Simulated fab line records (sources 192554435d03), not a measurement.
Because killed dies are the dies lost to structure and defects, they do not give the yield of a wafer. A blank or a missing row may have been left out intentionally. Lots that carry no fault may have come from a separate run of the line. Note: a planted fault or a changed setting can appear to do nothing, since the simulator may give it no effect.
fab line records ; flow n5Finfet
record lots=7; wafers=19; lastDay=17
route steps=1938 shown SDB@352 PASSIVATION@1936
lots untouched by any fault: they come from a run of this same line in which no faults occurred
startH: hours from the record's opening day to when the first of the lot's shown wafers began ; waitH: hours from the lot's prior step to this one ; " the same as in the row above ; L1.1+2: a row that stands for several wafers ; - no value present, or no start provided ; * or withheld: withheld ; < > ~ a bound
route shown NAME@n: a module of which the file shows steps, and the number in the route of the first ; usual: the fault-free wafers' mean and standard deviation ; same: alike in all rows ; chamber/n: place in a boat ; sites: readings site by site ; _std_site: the standard deviation of these ; _edge_site: inner sites' mean taken away from outer sites' mean ; radiusMm: for every site, how far away it sits from the centre of the wafer ; mask NAME#n: copy n ; behind: tool/chamber where the wafer was last shaped ; hold: why the lot was held/for how many hours/how that ended ; device: which transistor (n, p or np) failed to switch ; end of line: the same wafers' tests at the end of the route ; a step given without rows: its recipe and nothing more ; killed: count of dies lost to structure and defects at first sort (not the wafer's yield) ; map: a wafer's dies, marking killed ones x, the rest . and places with no die _
set.NAME: the setting the step ran with; set.NAME@STEP: the setting that earlier step ran with ; model.NAME: the simulator's own value behind a step, which no gauge read
certain route steps with their lots: each step a table, each wafer a row
services: when a tool's chamber went out of use (startH, in hours from the record's first day, below 0 if earlier), for how many hours, and the reason
## steps
# step N5_SDB_SOFTBAKE_06
# recipe tempC=110; timeS=60; resist=CAR-ArF
# step N5_SDB_EXPOSE_08
# recipe maskId=SDB; na=1.35; sourceShape=conventional; sigmaOuter=0.5; polarization=unpolarized; doseMj=49.6
# step N5_SDB_PEB_09
# recipe pebTempC=withheld; pebTimeS=60; resist=CAR-ArF
# step N5_SDB_DEVELOP_10
# recipe developTimeS=30; developer=TMAH; resist=CAR-ArF; rinseLiquid=diw; dry=airSpin; devTempC=23
# step N5_SDB_CD_MEAS_11
# recipe targetCdNm=50; landingEnergyEv=500; detector=seInlens; polarity=opening
# usual cdNm=49.7/0.98
lot.wafer;tool;chamber;startH;waitH;cdNm
L167.4;cdSem-03;0;69.67;-;49.0
L167.5;cdSem-03;0;69.67;-;50.2
L167.6;cdSem-03;0;69.67;-;49.7
L176.3;cdSem-01;0;125.03;-;50.7
L176.4;cdSem-01;0;125.03;-;49.9
L176.5;cdSem-01;0;125.03;-;52.0
L177.2;cdSem-02;0;140.59;-;50.2
L177.3;cdSem-02;0;140.59;-;49.7
L177.4;cdSem-02;0;140.59;-;49.3
L178.5;cdSem-03;0;141.70;-;50.9
L178.6;cdSem-03;0;141.70;-;52.4
L179.2;cdSem-03;0;146.37;-;50.1
L179.4;cdSem-03;0;146.37;-;50.4
L183.2;cdSem-02;0;165.72;-;49.3
L183.3;cdSem-02;0;165.72;-;49.2
L183.6;cdSem-02;0;165.72;-;49.5
L189.4;cdSem-03;0;207.04;-;48.7
L189.5;cdSem-03;0;207.04;-;48.5
L189.6;cdSem-03;0;207.04;-;50.3
# step N5_SDB_OVL_MEAS_12
# recipe pointsPerWafer=44
# usual SDB_OVL=0.4/0.72
lot.wafer;tool;chamber;startH;waitH;SDB_OVL[nm]
L167.4;overlay-02;0;69.70;0.0;1.4
L167.5;overlay-02;0;69.70;0.0;0.2
L167.6;overlay-02;0;69.70;0.0;1.1
L176.3;overlay-01;0;125.06;0.0;0.7
L176.4;overlay-01;0;125.06;0.0;1.8
L176.5;overlay-01;0;125.06;0.0;0.8
L177.2;overlay-01;0;140.62;0.0;0.2
L177.3;overlay-01;0;140.62;0.0;1.2
L177.4;overlay-01;0;140.62;0.0;0.9
L178.5;overlay-01;0;141.73;0.0;0.2
L178.6;overlay-01;0;141.73;0.0;0.7
L179.2;overlay-01;0;146.40;0.0;0.7
L179.4;overlay-01;0;146.40;0.0;1.8
L183.2;overlay-01;0;165.75;0.0;-0.8
L183.3;overlay-01;0;165.75;0.0;-1.0
L183.6;overlay-01;0;165.75;0.0;-0.9
L189.4;overlay-02;0;207.10;0.1;1.5
L189.5;overlay-02;0;207.10;0.1;0.8
L189.6;overlay-02;0;207.10;0.1;1.1
# step N5_SDB_INSPECT_13
# recipe mode=adi; inspectInstrument=brightfield
# usual rawDefectCount=76/28
lot.wafer;tool;chamber;startH;waitH;rawDefectCount
L167.4;defectInspect-01;-;69.72;0.0;61
L167.5;defectInspect-01;-;69.72;0.0;42
L167.6;defectInspect-01;-;69.72;0.0;69
L176.3;defectInspect-02;-;125.08;0.0;162
L176.4;defectInspect-02;-;125.08;0.0;94
L176.5;defectInspect-02;-;125.08;0.0;128
L177.2;defectInspect-02;-;140.64;0.0;88
L177.3;defectInspect-02;-;140.64;0.0;92
L177.4;defectInspect-02;-;140.64;0.0;86
L178.5;defectInspect-01;-;141.75;0.0;33
L178.6;defectInspect-01;-;141.75;0.0;29
L179.2;defectInspect-02;-;146.43;0.0;68
L179.4;defectInspect-02;-;146.43;0.0;77
L183.2;defectInspect-02;-;165.78;0.0;80
L183.3;defectInspect-02;-;165.78;0.0;93
L183.6;defectInspect-02;-;165.78;0.0;92
L189.4;defectInspect-01;-;207.12;0.0;76
L189.5;defectInspect-01;-;207.12;0.0;49
L189.6;defectInspect-01;-;207.12;0.0;75
# step N5_SDB_DESCUM_16
# recipe chemistry=O2; timeS=7.9; sourcePowerW=50; biasPowerW=20; pressureMtorr=20; rfFrequencyHz=2.712e+07; tempC=40; resist=CAR-ArF; o2FlowSccm=225
# usual drypumpMotorCurrentA=6.0/0.43; oesProductAu=0.74/0.074; rfVppV=243.0/1.3; showerheadPlenumPTorr=2.08/0.07; throttleValvePct=20.31/0.22
# same timeS=7.9
lot.wafer;tool;chamber;startH;waitH;drypumpMotorCurrentA;oesProductAu;rfHoursCounterH;rfVppV;showerheadPlenumPTorr;throttleValvePct
L167.4;rieDiel-05;2;69.76;0.0;5.9;0.71;206;242.3;1.99;20.55
L167.5;rieDiel-05;3;69.76;0.0;6.1;0.73;-;244.6;2.14;20.02
L167.6;rieDiel-05;0;69.76;0.0;5.9;0.70;-;242.1;2.00;20.32
L176.3;rieDiel-03;2;125.21;0.1;5.9;0.73;202;243.7;2.16;20.91
L176.4;rieDiel-03;1;125.21;0.1;6.6;0.89;39;242.5;2.04;20.00
L176.5;rieDiel-03;0;125.21;0.1;5.4;0.74;-;243.1;2.10;20.47
L177.2;rieDiel-05;1;140.68;0.0;5.0;0.73;180;242.1;2.08;20.13
L177.3;rieDiel-05;0;140.68;0.0;5.8;0.68;226;241.5;1.99;20.35
L177.4;rieDiel-05;3;140.68;0.0;6.2;0.71;217;242.8;2.14;20.07
L178.5;rieDiel-05;2;141.80;0.0;6.0;0.69;-;242.7;1.98;20.58
L178.6;rieDiel-05;3;141.80;0.0;6.1;0.72;-;244.7;2.14;20.06
L179.2;rieDiel-05;3;146.46;0.0;6.2;0.72;218;244.8;2.14;20.07
L179.4;rieDiel-05;2;146.46;0.0;5.9;0.69;232;241.7;1.98;20.59
L183.2;rieDiel-03;3;165.81;0.0;5.5;0.91;34;242.2;2.05;20.34
L183.3;rieDiel-03;0;165.81;0.0;5.4;0.73;182;243.4;2.09;20.50
L183.6;rieDiel-03;2;165.81;0.0;6.0;0.72;-;243.6;2.15;20.91
L189.4;rieDiel-04;3;207.15;0.0;6.1;0.79;131;242.3;2.01;20.17
L189.5;rieDiel-04;3;207.15;0.0;6.1;0.79;-;241.4;2.01;20.16
L189.6;rieDiel-04;0;207.15;0.0;6.6;0.69;-;243.1;2.17;20.28
# step N5_SDB_ETCH_17
# recipe chemistry=CF4; target=SiARC; targetDepthA=234; maskMaterial=CAR-ArF; timeS=39; ionEnergyEv=80; pressureMtorr=40; sourceW=545; biasW=36; Ar_flow_sccm=100; cf4FlowSccm=100; ends=cleared
# usual drypumpMotorCurrentA=6.0/0.43; etchRfOnTimeS=39.1/0.88; mfcArSccm=99.95/0.28; oesProductAu=0.63/0.062; rfVppV=183.9/1.1; showerheadPlenumPTorr=2.13/0.067; throttleValvePct=15.55/0.2
lot.wafer;tool;chamber;startH;waitH;drypumpMotorCurrentA;etchRfOnTimeS;mfcArSccm;oesProductAu;rfHoursCounterH;rfVppV;showerheadPlenumPTorr;throttleValvePct
L167.4;rieDiel-05;2;69.79;0.0;6.0;38.4;100.57;0.62;206;183.1;2.04;15.77
L167.5;rieDiel-05;3;69.79;0.0;6.1;39.2;99.11;0.62;-;186.6;2.21;15.41
L167.6;rieDiel-05;0;69.79;0.0;5.9;39.3;100.18;0.60;-;181.9;2.03;15.47
L176.3;rieDiel-03;2;125.25;0.0;5.9;39.8;99.64;0.62;202;184.6;2.20;16.03
L176.4;rieDiel-03;1;125.25;0.0;6.5;37.4;100.57;0.78;39;182.9;2.10;15.27
L176.5;rieDiel-03;0;125.25;0.0;5.4;39.1;100.09;0.63;-;182.7;2.14;15.67
L177.2;rieDiel-05;1;140.71;0.0;5.0;40.1;99.92;0.62;180;185.1;2.13;15.48
L177.3;rieDiel-05;0;140.71;0.0;5.9;40.3;99.78;0.59;226;183.3;2.02;15.52
L177.4;rieDiel-05;3;140.71;0.0;6.1;39.5;99.95;0.60;217;183.6;2.20;15.44
L178.5;rieDiel-05;2;141.84;0.0;6.0;39.3;100.29;0.60;-;183.2;2.04;15.82
L178.6;rieDiel-05;3;141.84;0.0;6.1;39.8;99.74;0.59;-;184.2;2.20;15.45
L179.2;rieDiel-05;3;146.50;0.0;6.2;39.1;100.10;0.60;218;182.3;2.20;15.45
L179.4;rieDiel-05;2;146.50;0.0;6.0;38.6;99.89;0.60;232;183.1;2.03;15.81
L183.2;rieDiel-03;3;165.85;0.0;5.5;38.1;99.82;0.77;34;183.4;2.11;15.60
L183.3;rieDiel-03;0;165.85;0.0;5.3;39.3;99.58;0.62;182;183.6;2.13;15.71
L183.6;rieDiel-03;2;165.85;0.0;5.9;39.3;100.28;0.61;-;185.1;2.20;16.07
L189.4;rieDiel-04;3;207.19;0.0;6.1;39.2;99.74;0.67;131;183.9;2.07;15.41
L189.5;rieDiel-04;3;207.19;0.0;6.0;39.1;99.98;0.67;-;182.9;2.07;15.39
L189.6;rieDiel-04;0;207.19;0.0;6.6;40.7;100.08;0.58;-;184.9;2.21;15.44
# step N5_SDB_ETCH_18
# recipe chemistry=N2/H2; target=SOC; targetDepthA=1000; overetchA=200; maskMaterial=SiARC; tempC=40; timeS=150; ionEnergyEv=200; pressureMtorr=30; sourceW=840; biasW=150; n2FlowSccm=200; h2FlowSccm=200
# usual drypumpMotorCurrentA=6.0/0.43; oesProductAu=0.66/0.06; rfVppV=523.4/2.6; showerheadPlenumPTorr=2.53/0.08; throttleValvePct=17.77/0.24
# same timeS=150
lot.wafer;tool;chamber;startH;waitH;drypumpMotorCurrentA;oesProductAu;rfHoursCounterH;rfVppV;showerheadPlenumPTorr;throttleValvePct
L167.4;rieDiel-05;2;69.83;0.0;5.9;0.64;206;520.7;2.42;18.06
L167.5;rieDiel-05;3;69.83;0.0;6.2;0.65;-;525.1;2.62;17.51
L167.6;rieDiel-05;0;69.83;0.0;5.9;0.63;-;520.1;2.43;17.79
L176.3;rieDiel-03;2;125.28;0.0;6.0;0.66;202;526.5;2.63;18.39
L176.4;rieDiel-03;1;125.28;0.0;6.6;0.78;39;521.2;2.49;17.48
L176.5;rieDiel-03;0;125.28;0.0;5.4;0.66;-;524.2;2.52;17.79
L177.2;rieDiel-05;1;140.75;0.0;5.0;0.65;180;524.1;2.53;17.69
L177.3;rieDiel-05;0;140.75;0.0;5.9;0.62;226;519.9;2.42;17.81
L177.4;rieDiel-05;3;140.75;0.0;6.2;0.63;217;525.5;2.61;17.57
L178.5;rieDiel-05;2;141.92;0.1;6.0;0.63;-;519.3;2.41;18.10
L178.6;rieDiel-05;3;141.92;0.1;6.1;0.63;-;526.6;2.61;17.57
L179.2;rieDiel-05;3;146.53;0.0;6.1;0.64;218;527.1;2.61;17.56
L179.4;rieDiel-05;2;146.53;0.0;5.9;0.62;232;520.3;2.41;18.11
L183.2;rieDiel-03;3;165.88;0.0;5.5;0.80;34;520.6;2.50;17.78
L183.3;rieDiel-03;0;165.88;0.0;5.3;0.66;182;521.6;2.51;17.82
L183.6;rieDiel-03;2;165.88;0.0;6.0;0.64;-;525.8;2.62;18.40
L189.4;rieDiel-04;3;207.22;0.0;6.1;0.70;131;520.2;2.45;17.67
L189.5;rieDiel-04;3;207.22;0.0;6.1;0.71;-;522.6;2.45;17.63
L189.6;rieDiel-04;0;207.22;0.0;6.6;0.62;-;525.5;2.62;17.62
# step N5_SDB_STRIP_19
# recipe chemistry=N2/H2; tempC=40; n2FlowSccm=200; h2FlowSccm=200; rfFrequencyHz=6e+07
# step N5_SDB_STRIP_21
# recipe chemistry=CF4; resist=SiARC; powerW=300; biasPowerW=75; pressureMtorr=50; cf4FlowSccm=150; rfFrequencyHz=6e+07
# usual drypumpMotorCurrentA=6.0/0.43; oesProductAu=0.73/0.066; powerW=299.9/0.82; rfVppV=270.9/1.5; showerheadPlenumPTorr=1.78/0.053; throttleValvePct=13.56/0.21
lot.wafer;tool;chamber;startH;waitH;drypumpMotorCurrentA;oesProductAu;powerW;rfHoursCounterH;rfVppV;showerheadPlenumPTorr;throttleValvePct
L167.4;rieDiel-05;2;69.96;0.0;6.0;0.71;298.9;206;271.0;1.72;13.80
L167.5;rieDiel-05;3;69.96;0.0;6.1;0.72;299.5;-;273.1;1.85;13.42
L167.6;rieDiel-05;0;69.96;0.0;5.9;0.70;300.7;-;268.4;1.71;13.54
L176.3;rieDiel-03;2;125.42;0.0;5.9;0.72;298.1;202;272.4;1.84;14.00
L176.4;rieDiel-03;1;125.42;0.0;6.5;0.87;301.6;39;270.0;1.76;13.21
L176.5;rieDiel-03;0;125.42;0.0;5.4;0.73;299.2;-;271.0;1.79;13.63
L177.2;rieDiel-05;1;140.89;0.0;5.0;0.73;299.7;180;270.9;1.79;13.48
L177.3;rieDiel-05;0;140.89;0.0;5.9;0.69;300.3;226;268.6;1.70;13.57
L177.4;rieDiel-05;3;140.89;0.0;6.1;0.71;299.9;217;272.3;1.84;13.47
L178.5;rieDiel-05;2;142.00;0.0;6.0;0.70;298.8;-;268.9;1.72;13.84
L178.6;rieDiel-05;3;142.00;0.0;6.1;0.70;298.7;-;272.6;1.84;13.45
L179.2;rieDiel-05;3;146.67;0.0;6.2;0.70;298.9;218;272.1;1.84;13.48
L179.4;rieDiel-05;2;146.67;0.0;5.9;0.69;299.1;232;268.7;1.71;13.85
L183.2;rieDiel-03;3;166.02;0.0;5.5;0.88;301.9;34;271.2;1.77;13.53
L183.3;rieDiel-03;0;166.02;0.0;5.4;0.72;300.9;182;271.2;1.79;13.67
L183.6;rieDiel-03;2;166.02;0.0;6.0;0.72;299.9;-;272.3;1.83;14.01
L189.4;rieDiel-04;3;207.36;0.0;6.0;0.78;299.3;131;269.4;1.73;13.36
L189.5;rieDiel-04;3;207.36;0.0;6.0;0.78;299.9;-;270.1;1.73;13.34
L189.6;rieDiel-04;0;207.36;0.0;6.6;0.69;300.4;-;272.3;1.85;13.48
# step N5_SDB_HM_OPEN_20
# recipe chemistry=CH3F/O2; target=SiNx; maskMaterial=SOC; targetDepthA=240; stopOn=poly-Si; overEtchFrac=0.4; ionEnergyEv=120; pressureMtorr=30; sourceW=395; biasW=73; Ar_flow_sccm=150; CH3F_flow_sccm=30; O2_flow_sccm=20
# usual O2_flow_sccm=20.00/0.063; drypumpMotorCurrentA=6.0/0.43; mfcArSccm=149.9/0.42; oesProductAu=0.61/0.055; rfVppV=295/5.8; showerheadPlenumPTorr=1.99/0.068; throttleValvePct=16.27/0.2
lot.wafer;tool;chamber;startH;waitH;O2_flow_sccm;drypumpMotorCurrentA;mfcArSccm;oesProductAu;rfHoursCounterH;rfVppV;showerheadPlenumPTorr;throttleValvePct;model.SOC_of_SDB_COAT_03.thkNm
L167.4;rieDiel-05;2;69.98;0.0;20.06;5.9;150.4;0.59;206;294;1.89;16.43;84.6
L167.5;rieDiel-05;3;69.98;0.0;20.09;6.2;149.9;0.61;-;288;2.07;16.12;84.6
L167.6;rieDiel-05;0;69.98;0.0;19.96;5.8;149.8;0.59;-;289;1.89;16.19;84.6
L176.3;rieDiel-03;2;125.44;0.0;19.96;6.0;150.3;0.60;202;299;2.07;16.83;84.6
L176.4;rieDiel-03;1;125.44;0.0;19.92;6.6;149.2;0.73;39;292;1.96;16.00;83.4
L176.5;rieDiel-03;0;125.44;0.0;20.02;5.4;149.9;0.61;-;296;2.00;16.40;84.4
L177.2;rieDiel-05;1;140.91;0.0;19.94;5.0;150.2;0.59;180;289;1.99;16.17;77.2
L177.3;rieDiel-05;0;140.91;0.0;19.99;5.9;150.5;0.57;226;289;1.88;16.22;84.8
L177.4;rieDiel-05;3;140.91;0.0;19.92;6.1;149.8;0.59;217;287;2.06;16.14;84.8
L178.5;rieDiel-05;2;142.04;0.0;20.02;5.9;150.5;0.58;-;294;1.89;16.48;77.4
L178.6;rieDiel-05;3;142.04;0.0;20.06;6.2;150.1;0.60;-;288;2.06;16.17;84.4
L179.2;rieDiel-05;3;146.69;0.0;20.00;6.1;150.4;0.58;218;288;2.06;16.17;77.2
L179.4;rieDiel-05;2;146.69;0.0;20.08;5.9;149.5;0.59;232;294;1.89;16.48;84.6
L183.2;rieDiel-03;3;166.04;0.0;20.00;5.5;150.2;0.72;34;298;1.97;16.32;83.6
L183.3;rieDiel-03;0;166.04;0.0;19.91;5.3;150.2;0.58;182;294;2.00;16.42;84
L183.6;rieDiel-03;2;166.04;0.0;19.93;5.9;150.3;0.59;-;298;2.07;16.86;84.4
L189.4;rieDiel-04;3;207.38;0.0;19.97;6.1;150.2;0.66;131;305;1.93;16.15;83.8
L189.5;rieDiel-04;3;207.38;0.0;20.09;6.1;150.3;0.65;-;304;1.93;16.16;84
L189.6;rieDiel-04;0;207.38;0.0;19.90;6.6;149.3;0.58;-;302;2.06;16.17;84.4
# step N5_SDB_STRIP_22
# recipe chemistry=N2/H2; powerW=1000; tempC=250; h2Frac=0.65; overashFraction=0.3; pressureMtorr=withheld; n2FlowSccm=1750; h2FlowSccm=3250
# usual drypumpMotorCurrentA=5.7/0.59; heaterPowerW=318/29; oesProductAu=0.714/0.0046; stripTimeToEndpointS=96.4/0.4
lot.wafer;tool;chamber;startH;waitH;drypumpMotorCurrentA;heaterPowerW;oesProductAu;rfHoursCounterH;stripTimeToEndpointS
L167.4;plasmaAsher-01;0;70.11;0.1;5.3;275;0.715;-;96.8
L167.5;plasmaAsher-01;1;70.11;0.1;5.7;356;0.718;-;96.9
L167.6;plasmaAsher-01;0;70.11;0.1;5.3;284;0.712;-;96.9
L176.3;plasmaAsher-01;1;125.56;0.1;5.7;365;0.719;-;96.8
L176.4;plasmaAsher-01;0;125.56;0.1;5.2;270;0.710;-;95.7
L176.5;plasmaAsher-01;0;125.56;0.1;5.3;282;0.717;-;96.5
L177.2;plasmaAsher-02;1;140.99;0.1;5.2;311;0.705;98;89.8
L177.3;plasmaAsher-02;1;140.99;0.1;5.2;310;0.713;-;97.0
L177.4;plasmaAsher-02;0;140.99;0.1;6.7;319;0.713;-;96.9
L178.5;plasmaAsher-01;0;142.17;0.1;5.3;273;0.712;-;90.0
L178.6;plasmaAsher-01;1;142.17;0.1;5.8;361;0.722;-;96.6
L179.2;plasmaAsher-02;0;146.77;0.1;6.7;327;0.699;99;89.9
L179.4;plasmaAsher-02;1;146.77;0.1;5.2;311;0.717;-;96.8
L183.2;plasmaAsher-01;1;166.12;0.1;5.7;353;0.713;51;95.8
L183.3;plasmaAsher-01;1;166.12;0.1;5.7;365;0.715;-;96.2
L183.6;plasmaAsher-01;1;166.12;0.1;5.7;372;0.711;-;96.5
L189.4;plasmaAsher-02;0;207.50;0.1;6.7;326;0.717;-;96.0
L189.5;plasmaAsher-02;0;207.50;0.1;6.7;324;0.710;-;96.2
L189.6;plasmaAsher-02;1;207.50;0.1;5.2;299;0.719;-;96.7
# step N5_SDB_PRECLEAN_23
# recipe chemistry=dHF; timeS=30; tempC=25; dilution=withheld
# step N5_PASSIVATION_PROBE_49
# usual killed_at_M0_to_M3=34/11; killed_at_M4_up=14/5.7; killedAtContacts=14/6.9; killedAtFrontEnd=40/11; killedAtOther=4/3.1; killedDies=105/17; killedOpen=70/13; killedShort=34/7.6
# same grossDies=1180; killedAtBackSide=0
lot.wafer;tool;chamber;startH;waitH;killed_at_M0_to_M3;killed_at_M4_up;killedAtContacts;killedAtFrontEnd;killedAtOther;killedDies;killedOpen;killedShort
L167.4;prober-02;-;278.55;0.2;37;8;15;41;3;104;74;29
L167.5;prober-02;-;278.60;0.2;18;15;8;31;6;78;59;19
L167.6;prober-02;-;278.65;0.3;20;12;9;52;1;94;68;26
L179.2;prober-01;-;348.45;0.3;26;18;8;37;1;90;59;31
L179.4;prober-01;-;348.55;0.4;36;11;18;28;0;93;66;26
L178.5;prober-01;-;362.31;0.2;60;8;11;52;2;133;84;47
L178.6;prober-01;-;362.36;0.3;23;16;16;34;4;93;56;34
# killed by level:class
L167.4 MOL_CONTACT_COAG:geometricParticle:open=11 FIN_SAQP:geometricParticle:short=9 FIN_SAQP:geometricParticle:open=9 BEOL_M3:geometricParticle:open=8 DUMMY_GATE:geometricParticle:open=7 BEOL_M0_SAQP:geometricParticle:open=7 BEOL_M0:geometricParticle:open=6 BEOL_M1:geometricParticle:open=6
L167.5 FIN_SAQP:geometricParticle:open=8 MOL_CONTACT_COAG:geometricParticle:open=7 STI_FIN_REVEAL:geometricParticle:open=6 BEOL_M0_SAQP:geometricParticle:open=6 MIM_TOP_ETCH:geometricParticle:open=5 BEOL_M4:geometricParticle:open=4 FIN_SAQP:geometricParticle:short=3 DUMMY_GATE:geometricParticle:open=3
L167.6 STI_FIN_REVEAL:geometricParticle:open=14 FIN_SAQP:geometricParticle:open=10 FIN_SAQP:geometricParticle:short=8 MOL_CONTACT_COAG:geometricParticle:open=6 BEOL_M1:geometricParticle:open=6 BEOL_M4:geometricParticle:open=6 GATE_CUT:geometricParticle:short=5 STARTING-WAFER:geometricParticle:open=5
L179.2 STI_FIN_REVEAL:geometricParticle:open=11 BEOL_M0_SAQP:geometricParticle:short=8 MOL_CONTACT_COAG:geometricParticle:open=7 BEOL_M4:geometricParticle:open=6 FIN_SAQP:geometricParticle:short=4 BEOL_M0:geometricParticle:open=4 BEOL_M3:geometricParticle:open=4 FIN_CUT:geometricParticle:open=3
L179.4 MOL_CONTACT_COAG:geometricParticle:open=13 BEOL_M0_SAQP:geometricParticle:open=9 STI_FIN_REVEAL:geometricParticle:open=8 BEOL_M0_SAQP:geometricParticle:short=7 STARTING-WAFER:geometricParticle:short=6 BEOL_M2:geometricParticle:open=5 MOL_CONTACT_COAG:geometricParticle:short=5 BEOL_M3:geometricParticle:open=5
L178.5 BEOL_M0_SAQP:geometricParticle:short=16 FIN_SAQP:geometricParticle:short=11 FIN_SAQP:geometricParticle:open=11 STI_FIN_REVEAL:geometricParticle:open=11 BEOL_M1:geometricParticle:open=11 BEOL_M3:geometricParticle:open=10 MOL_CONTACT_COAG:geometricParticle:open=9 BEOL_M2:geometricParticle:open=8
L178.6 MOL_CONTACT_COAG:geometricParticle:open=11 BEOL_M4:geometricParticle:open=9 FIN_SAQP:geometricParticle:short=8 BEOL_M3:geometricParticle:open=7 STI_FIN_REVEAL:geometricParticle:open=6 GATE_CUT:geometricParticle:short=6 MOL_CONTACT_COAG:geometricParticle:short=5 FIN_SAQP:geometricParticle:open=4
## services
tool;chamber;startH;hours;kind
plasmaAsher-01;-;56.11;12.3;repair
plasmaAsher-02;-;78.45;1.9;repair
rieDiel-03;-;95.44;6.3;repair
rieDiel-04;1;111.29;4.4;repair
rieDiel-04;0;137.60;42.6;repair
rieDiel-05;-;172.74;15.6;pm
plasmaAsher-01;-;196.83;2.0;repair
## key
firstSign step=N5_SDB_STRIP_22; reading=stripTimeToEndpointS; direction=down; sigmas=16; usual=*; struck=*
effect none on later readings
modelEffect step=N5_SDB_HM_OPEN_20; value=SOC_of_SDB_COAT_03.thkNm; without=84.73; struck=77.27
metAt N5_SDB_HM_OPEN_20
struckWafers L177.2,L178.5,L179.2
testerLeftOut L177,L178,L179
onsetBetween 69.98 140.91
fault kind=processParameterDrift; tool=rieDiel-05; chamber=-; onsetH=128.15; steps=N5_SDB_HM_OPEN_20; channel=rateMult; offset=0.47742; shape=step; endH=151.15; scope=struckWafersOnly
# testerLeftOut: of these lots the tester's yield and bins aren't shown, on N5 and GAA mostly nor the transistor test; their killed dies are dies lost to structure and defects alone, not to doping, threshold or leakage, so they don't give the yield
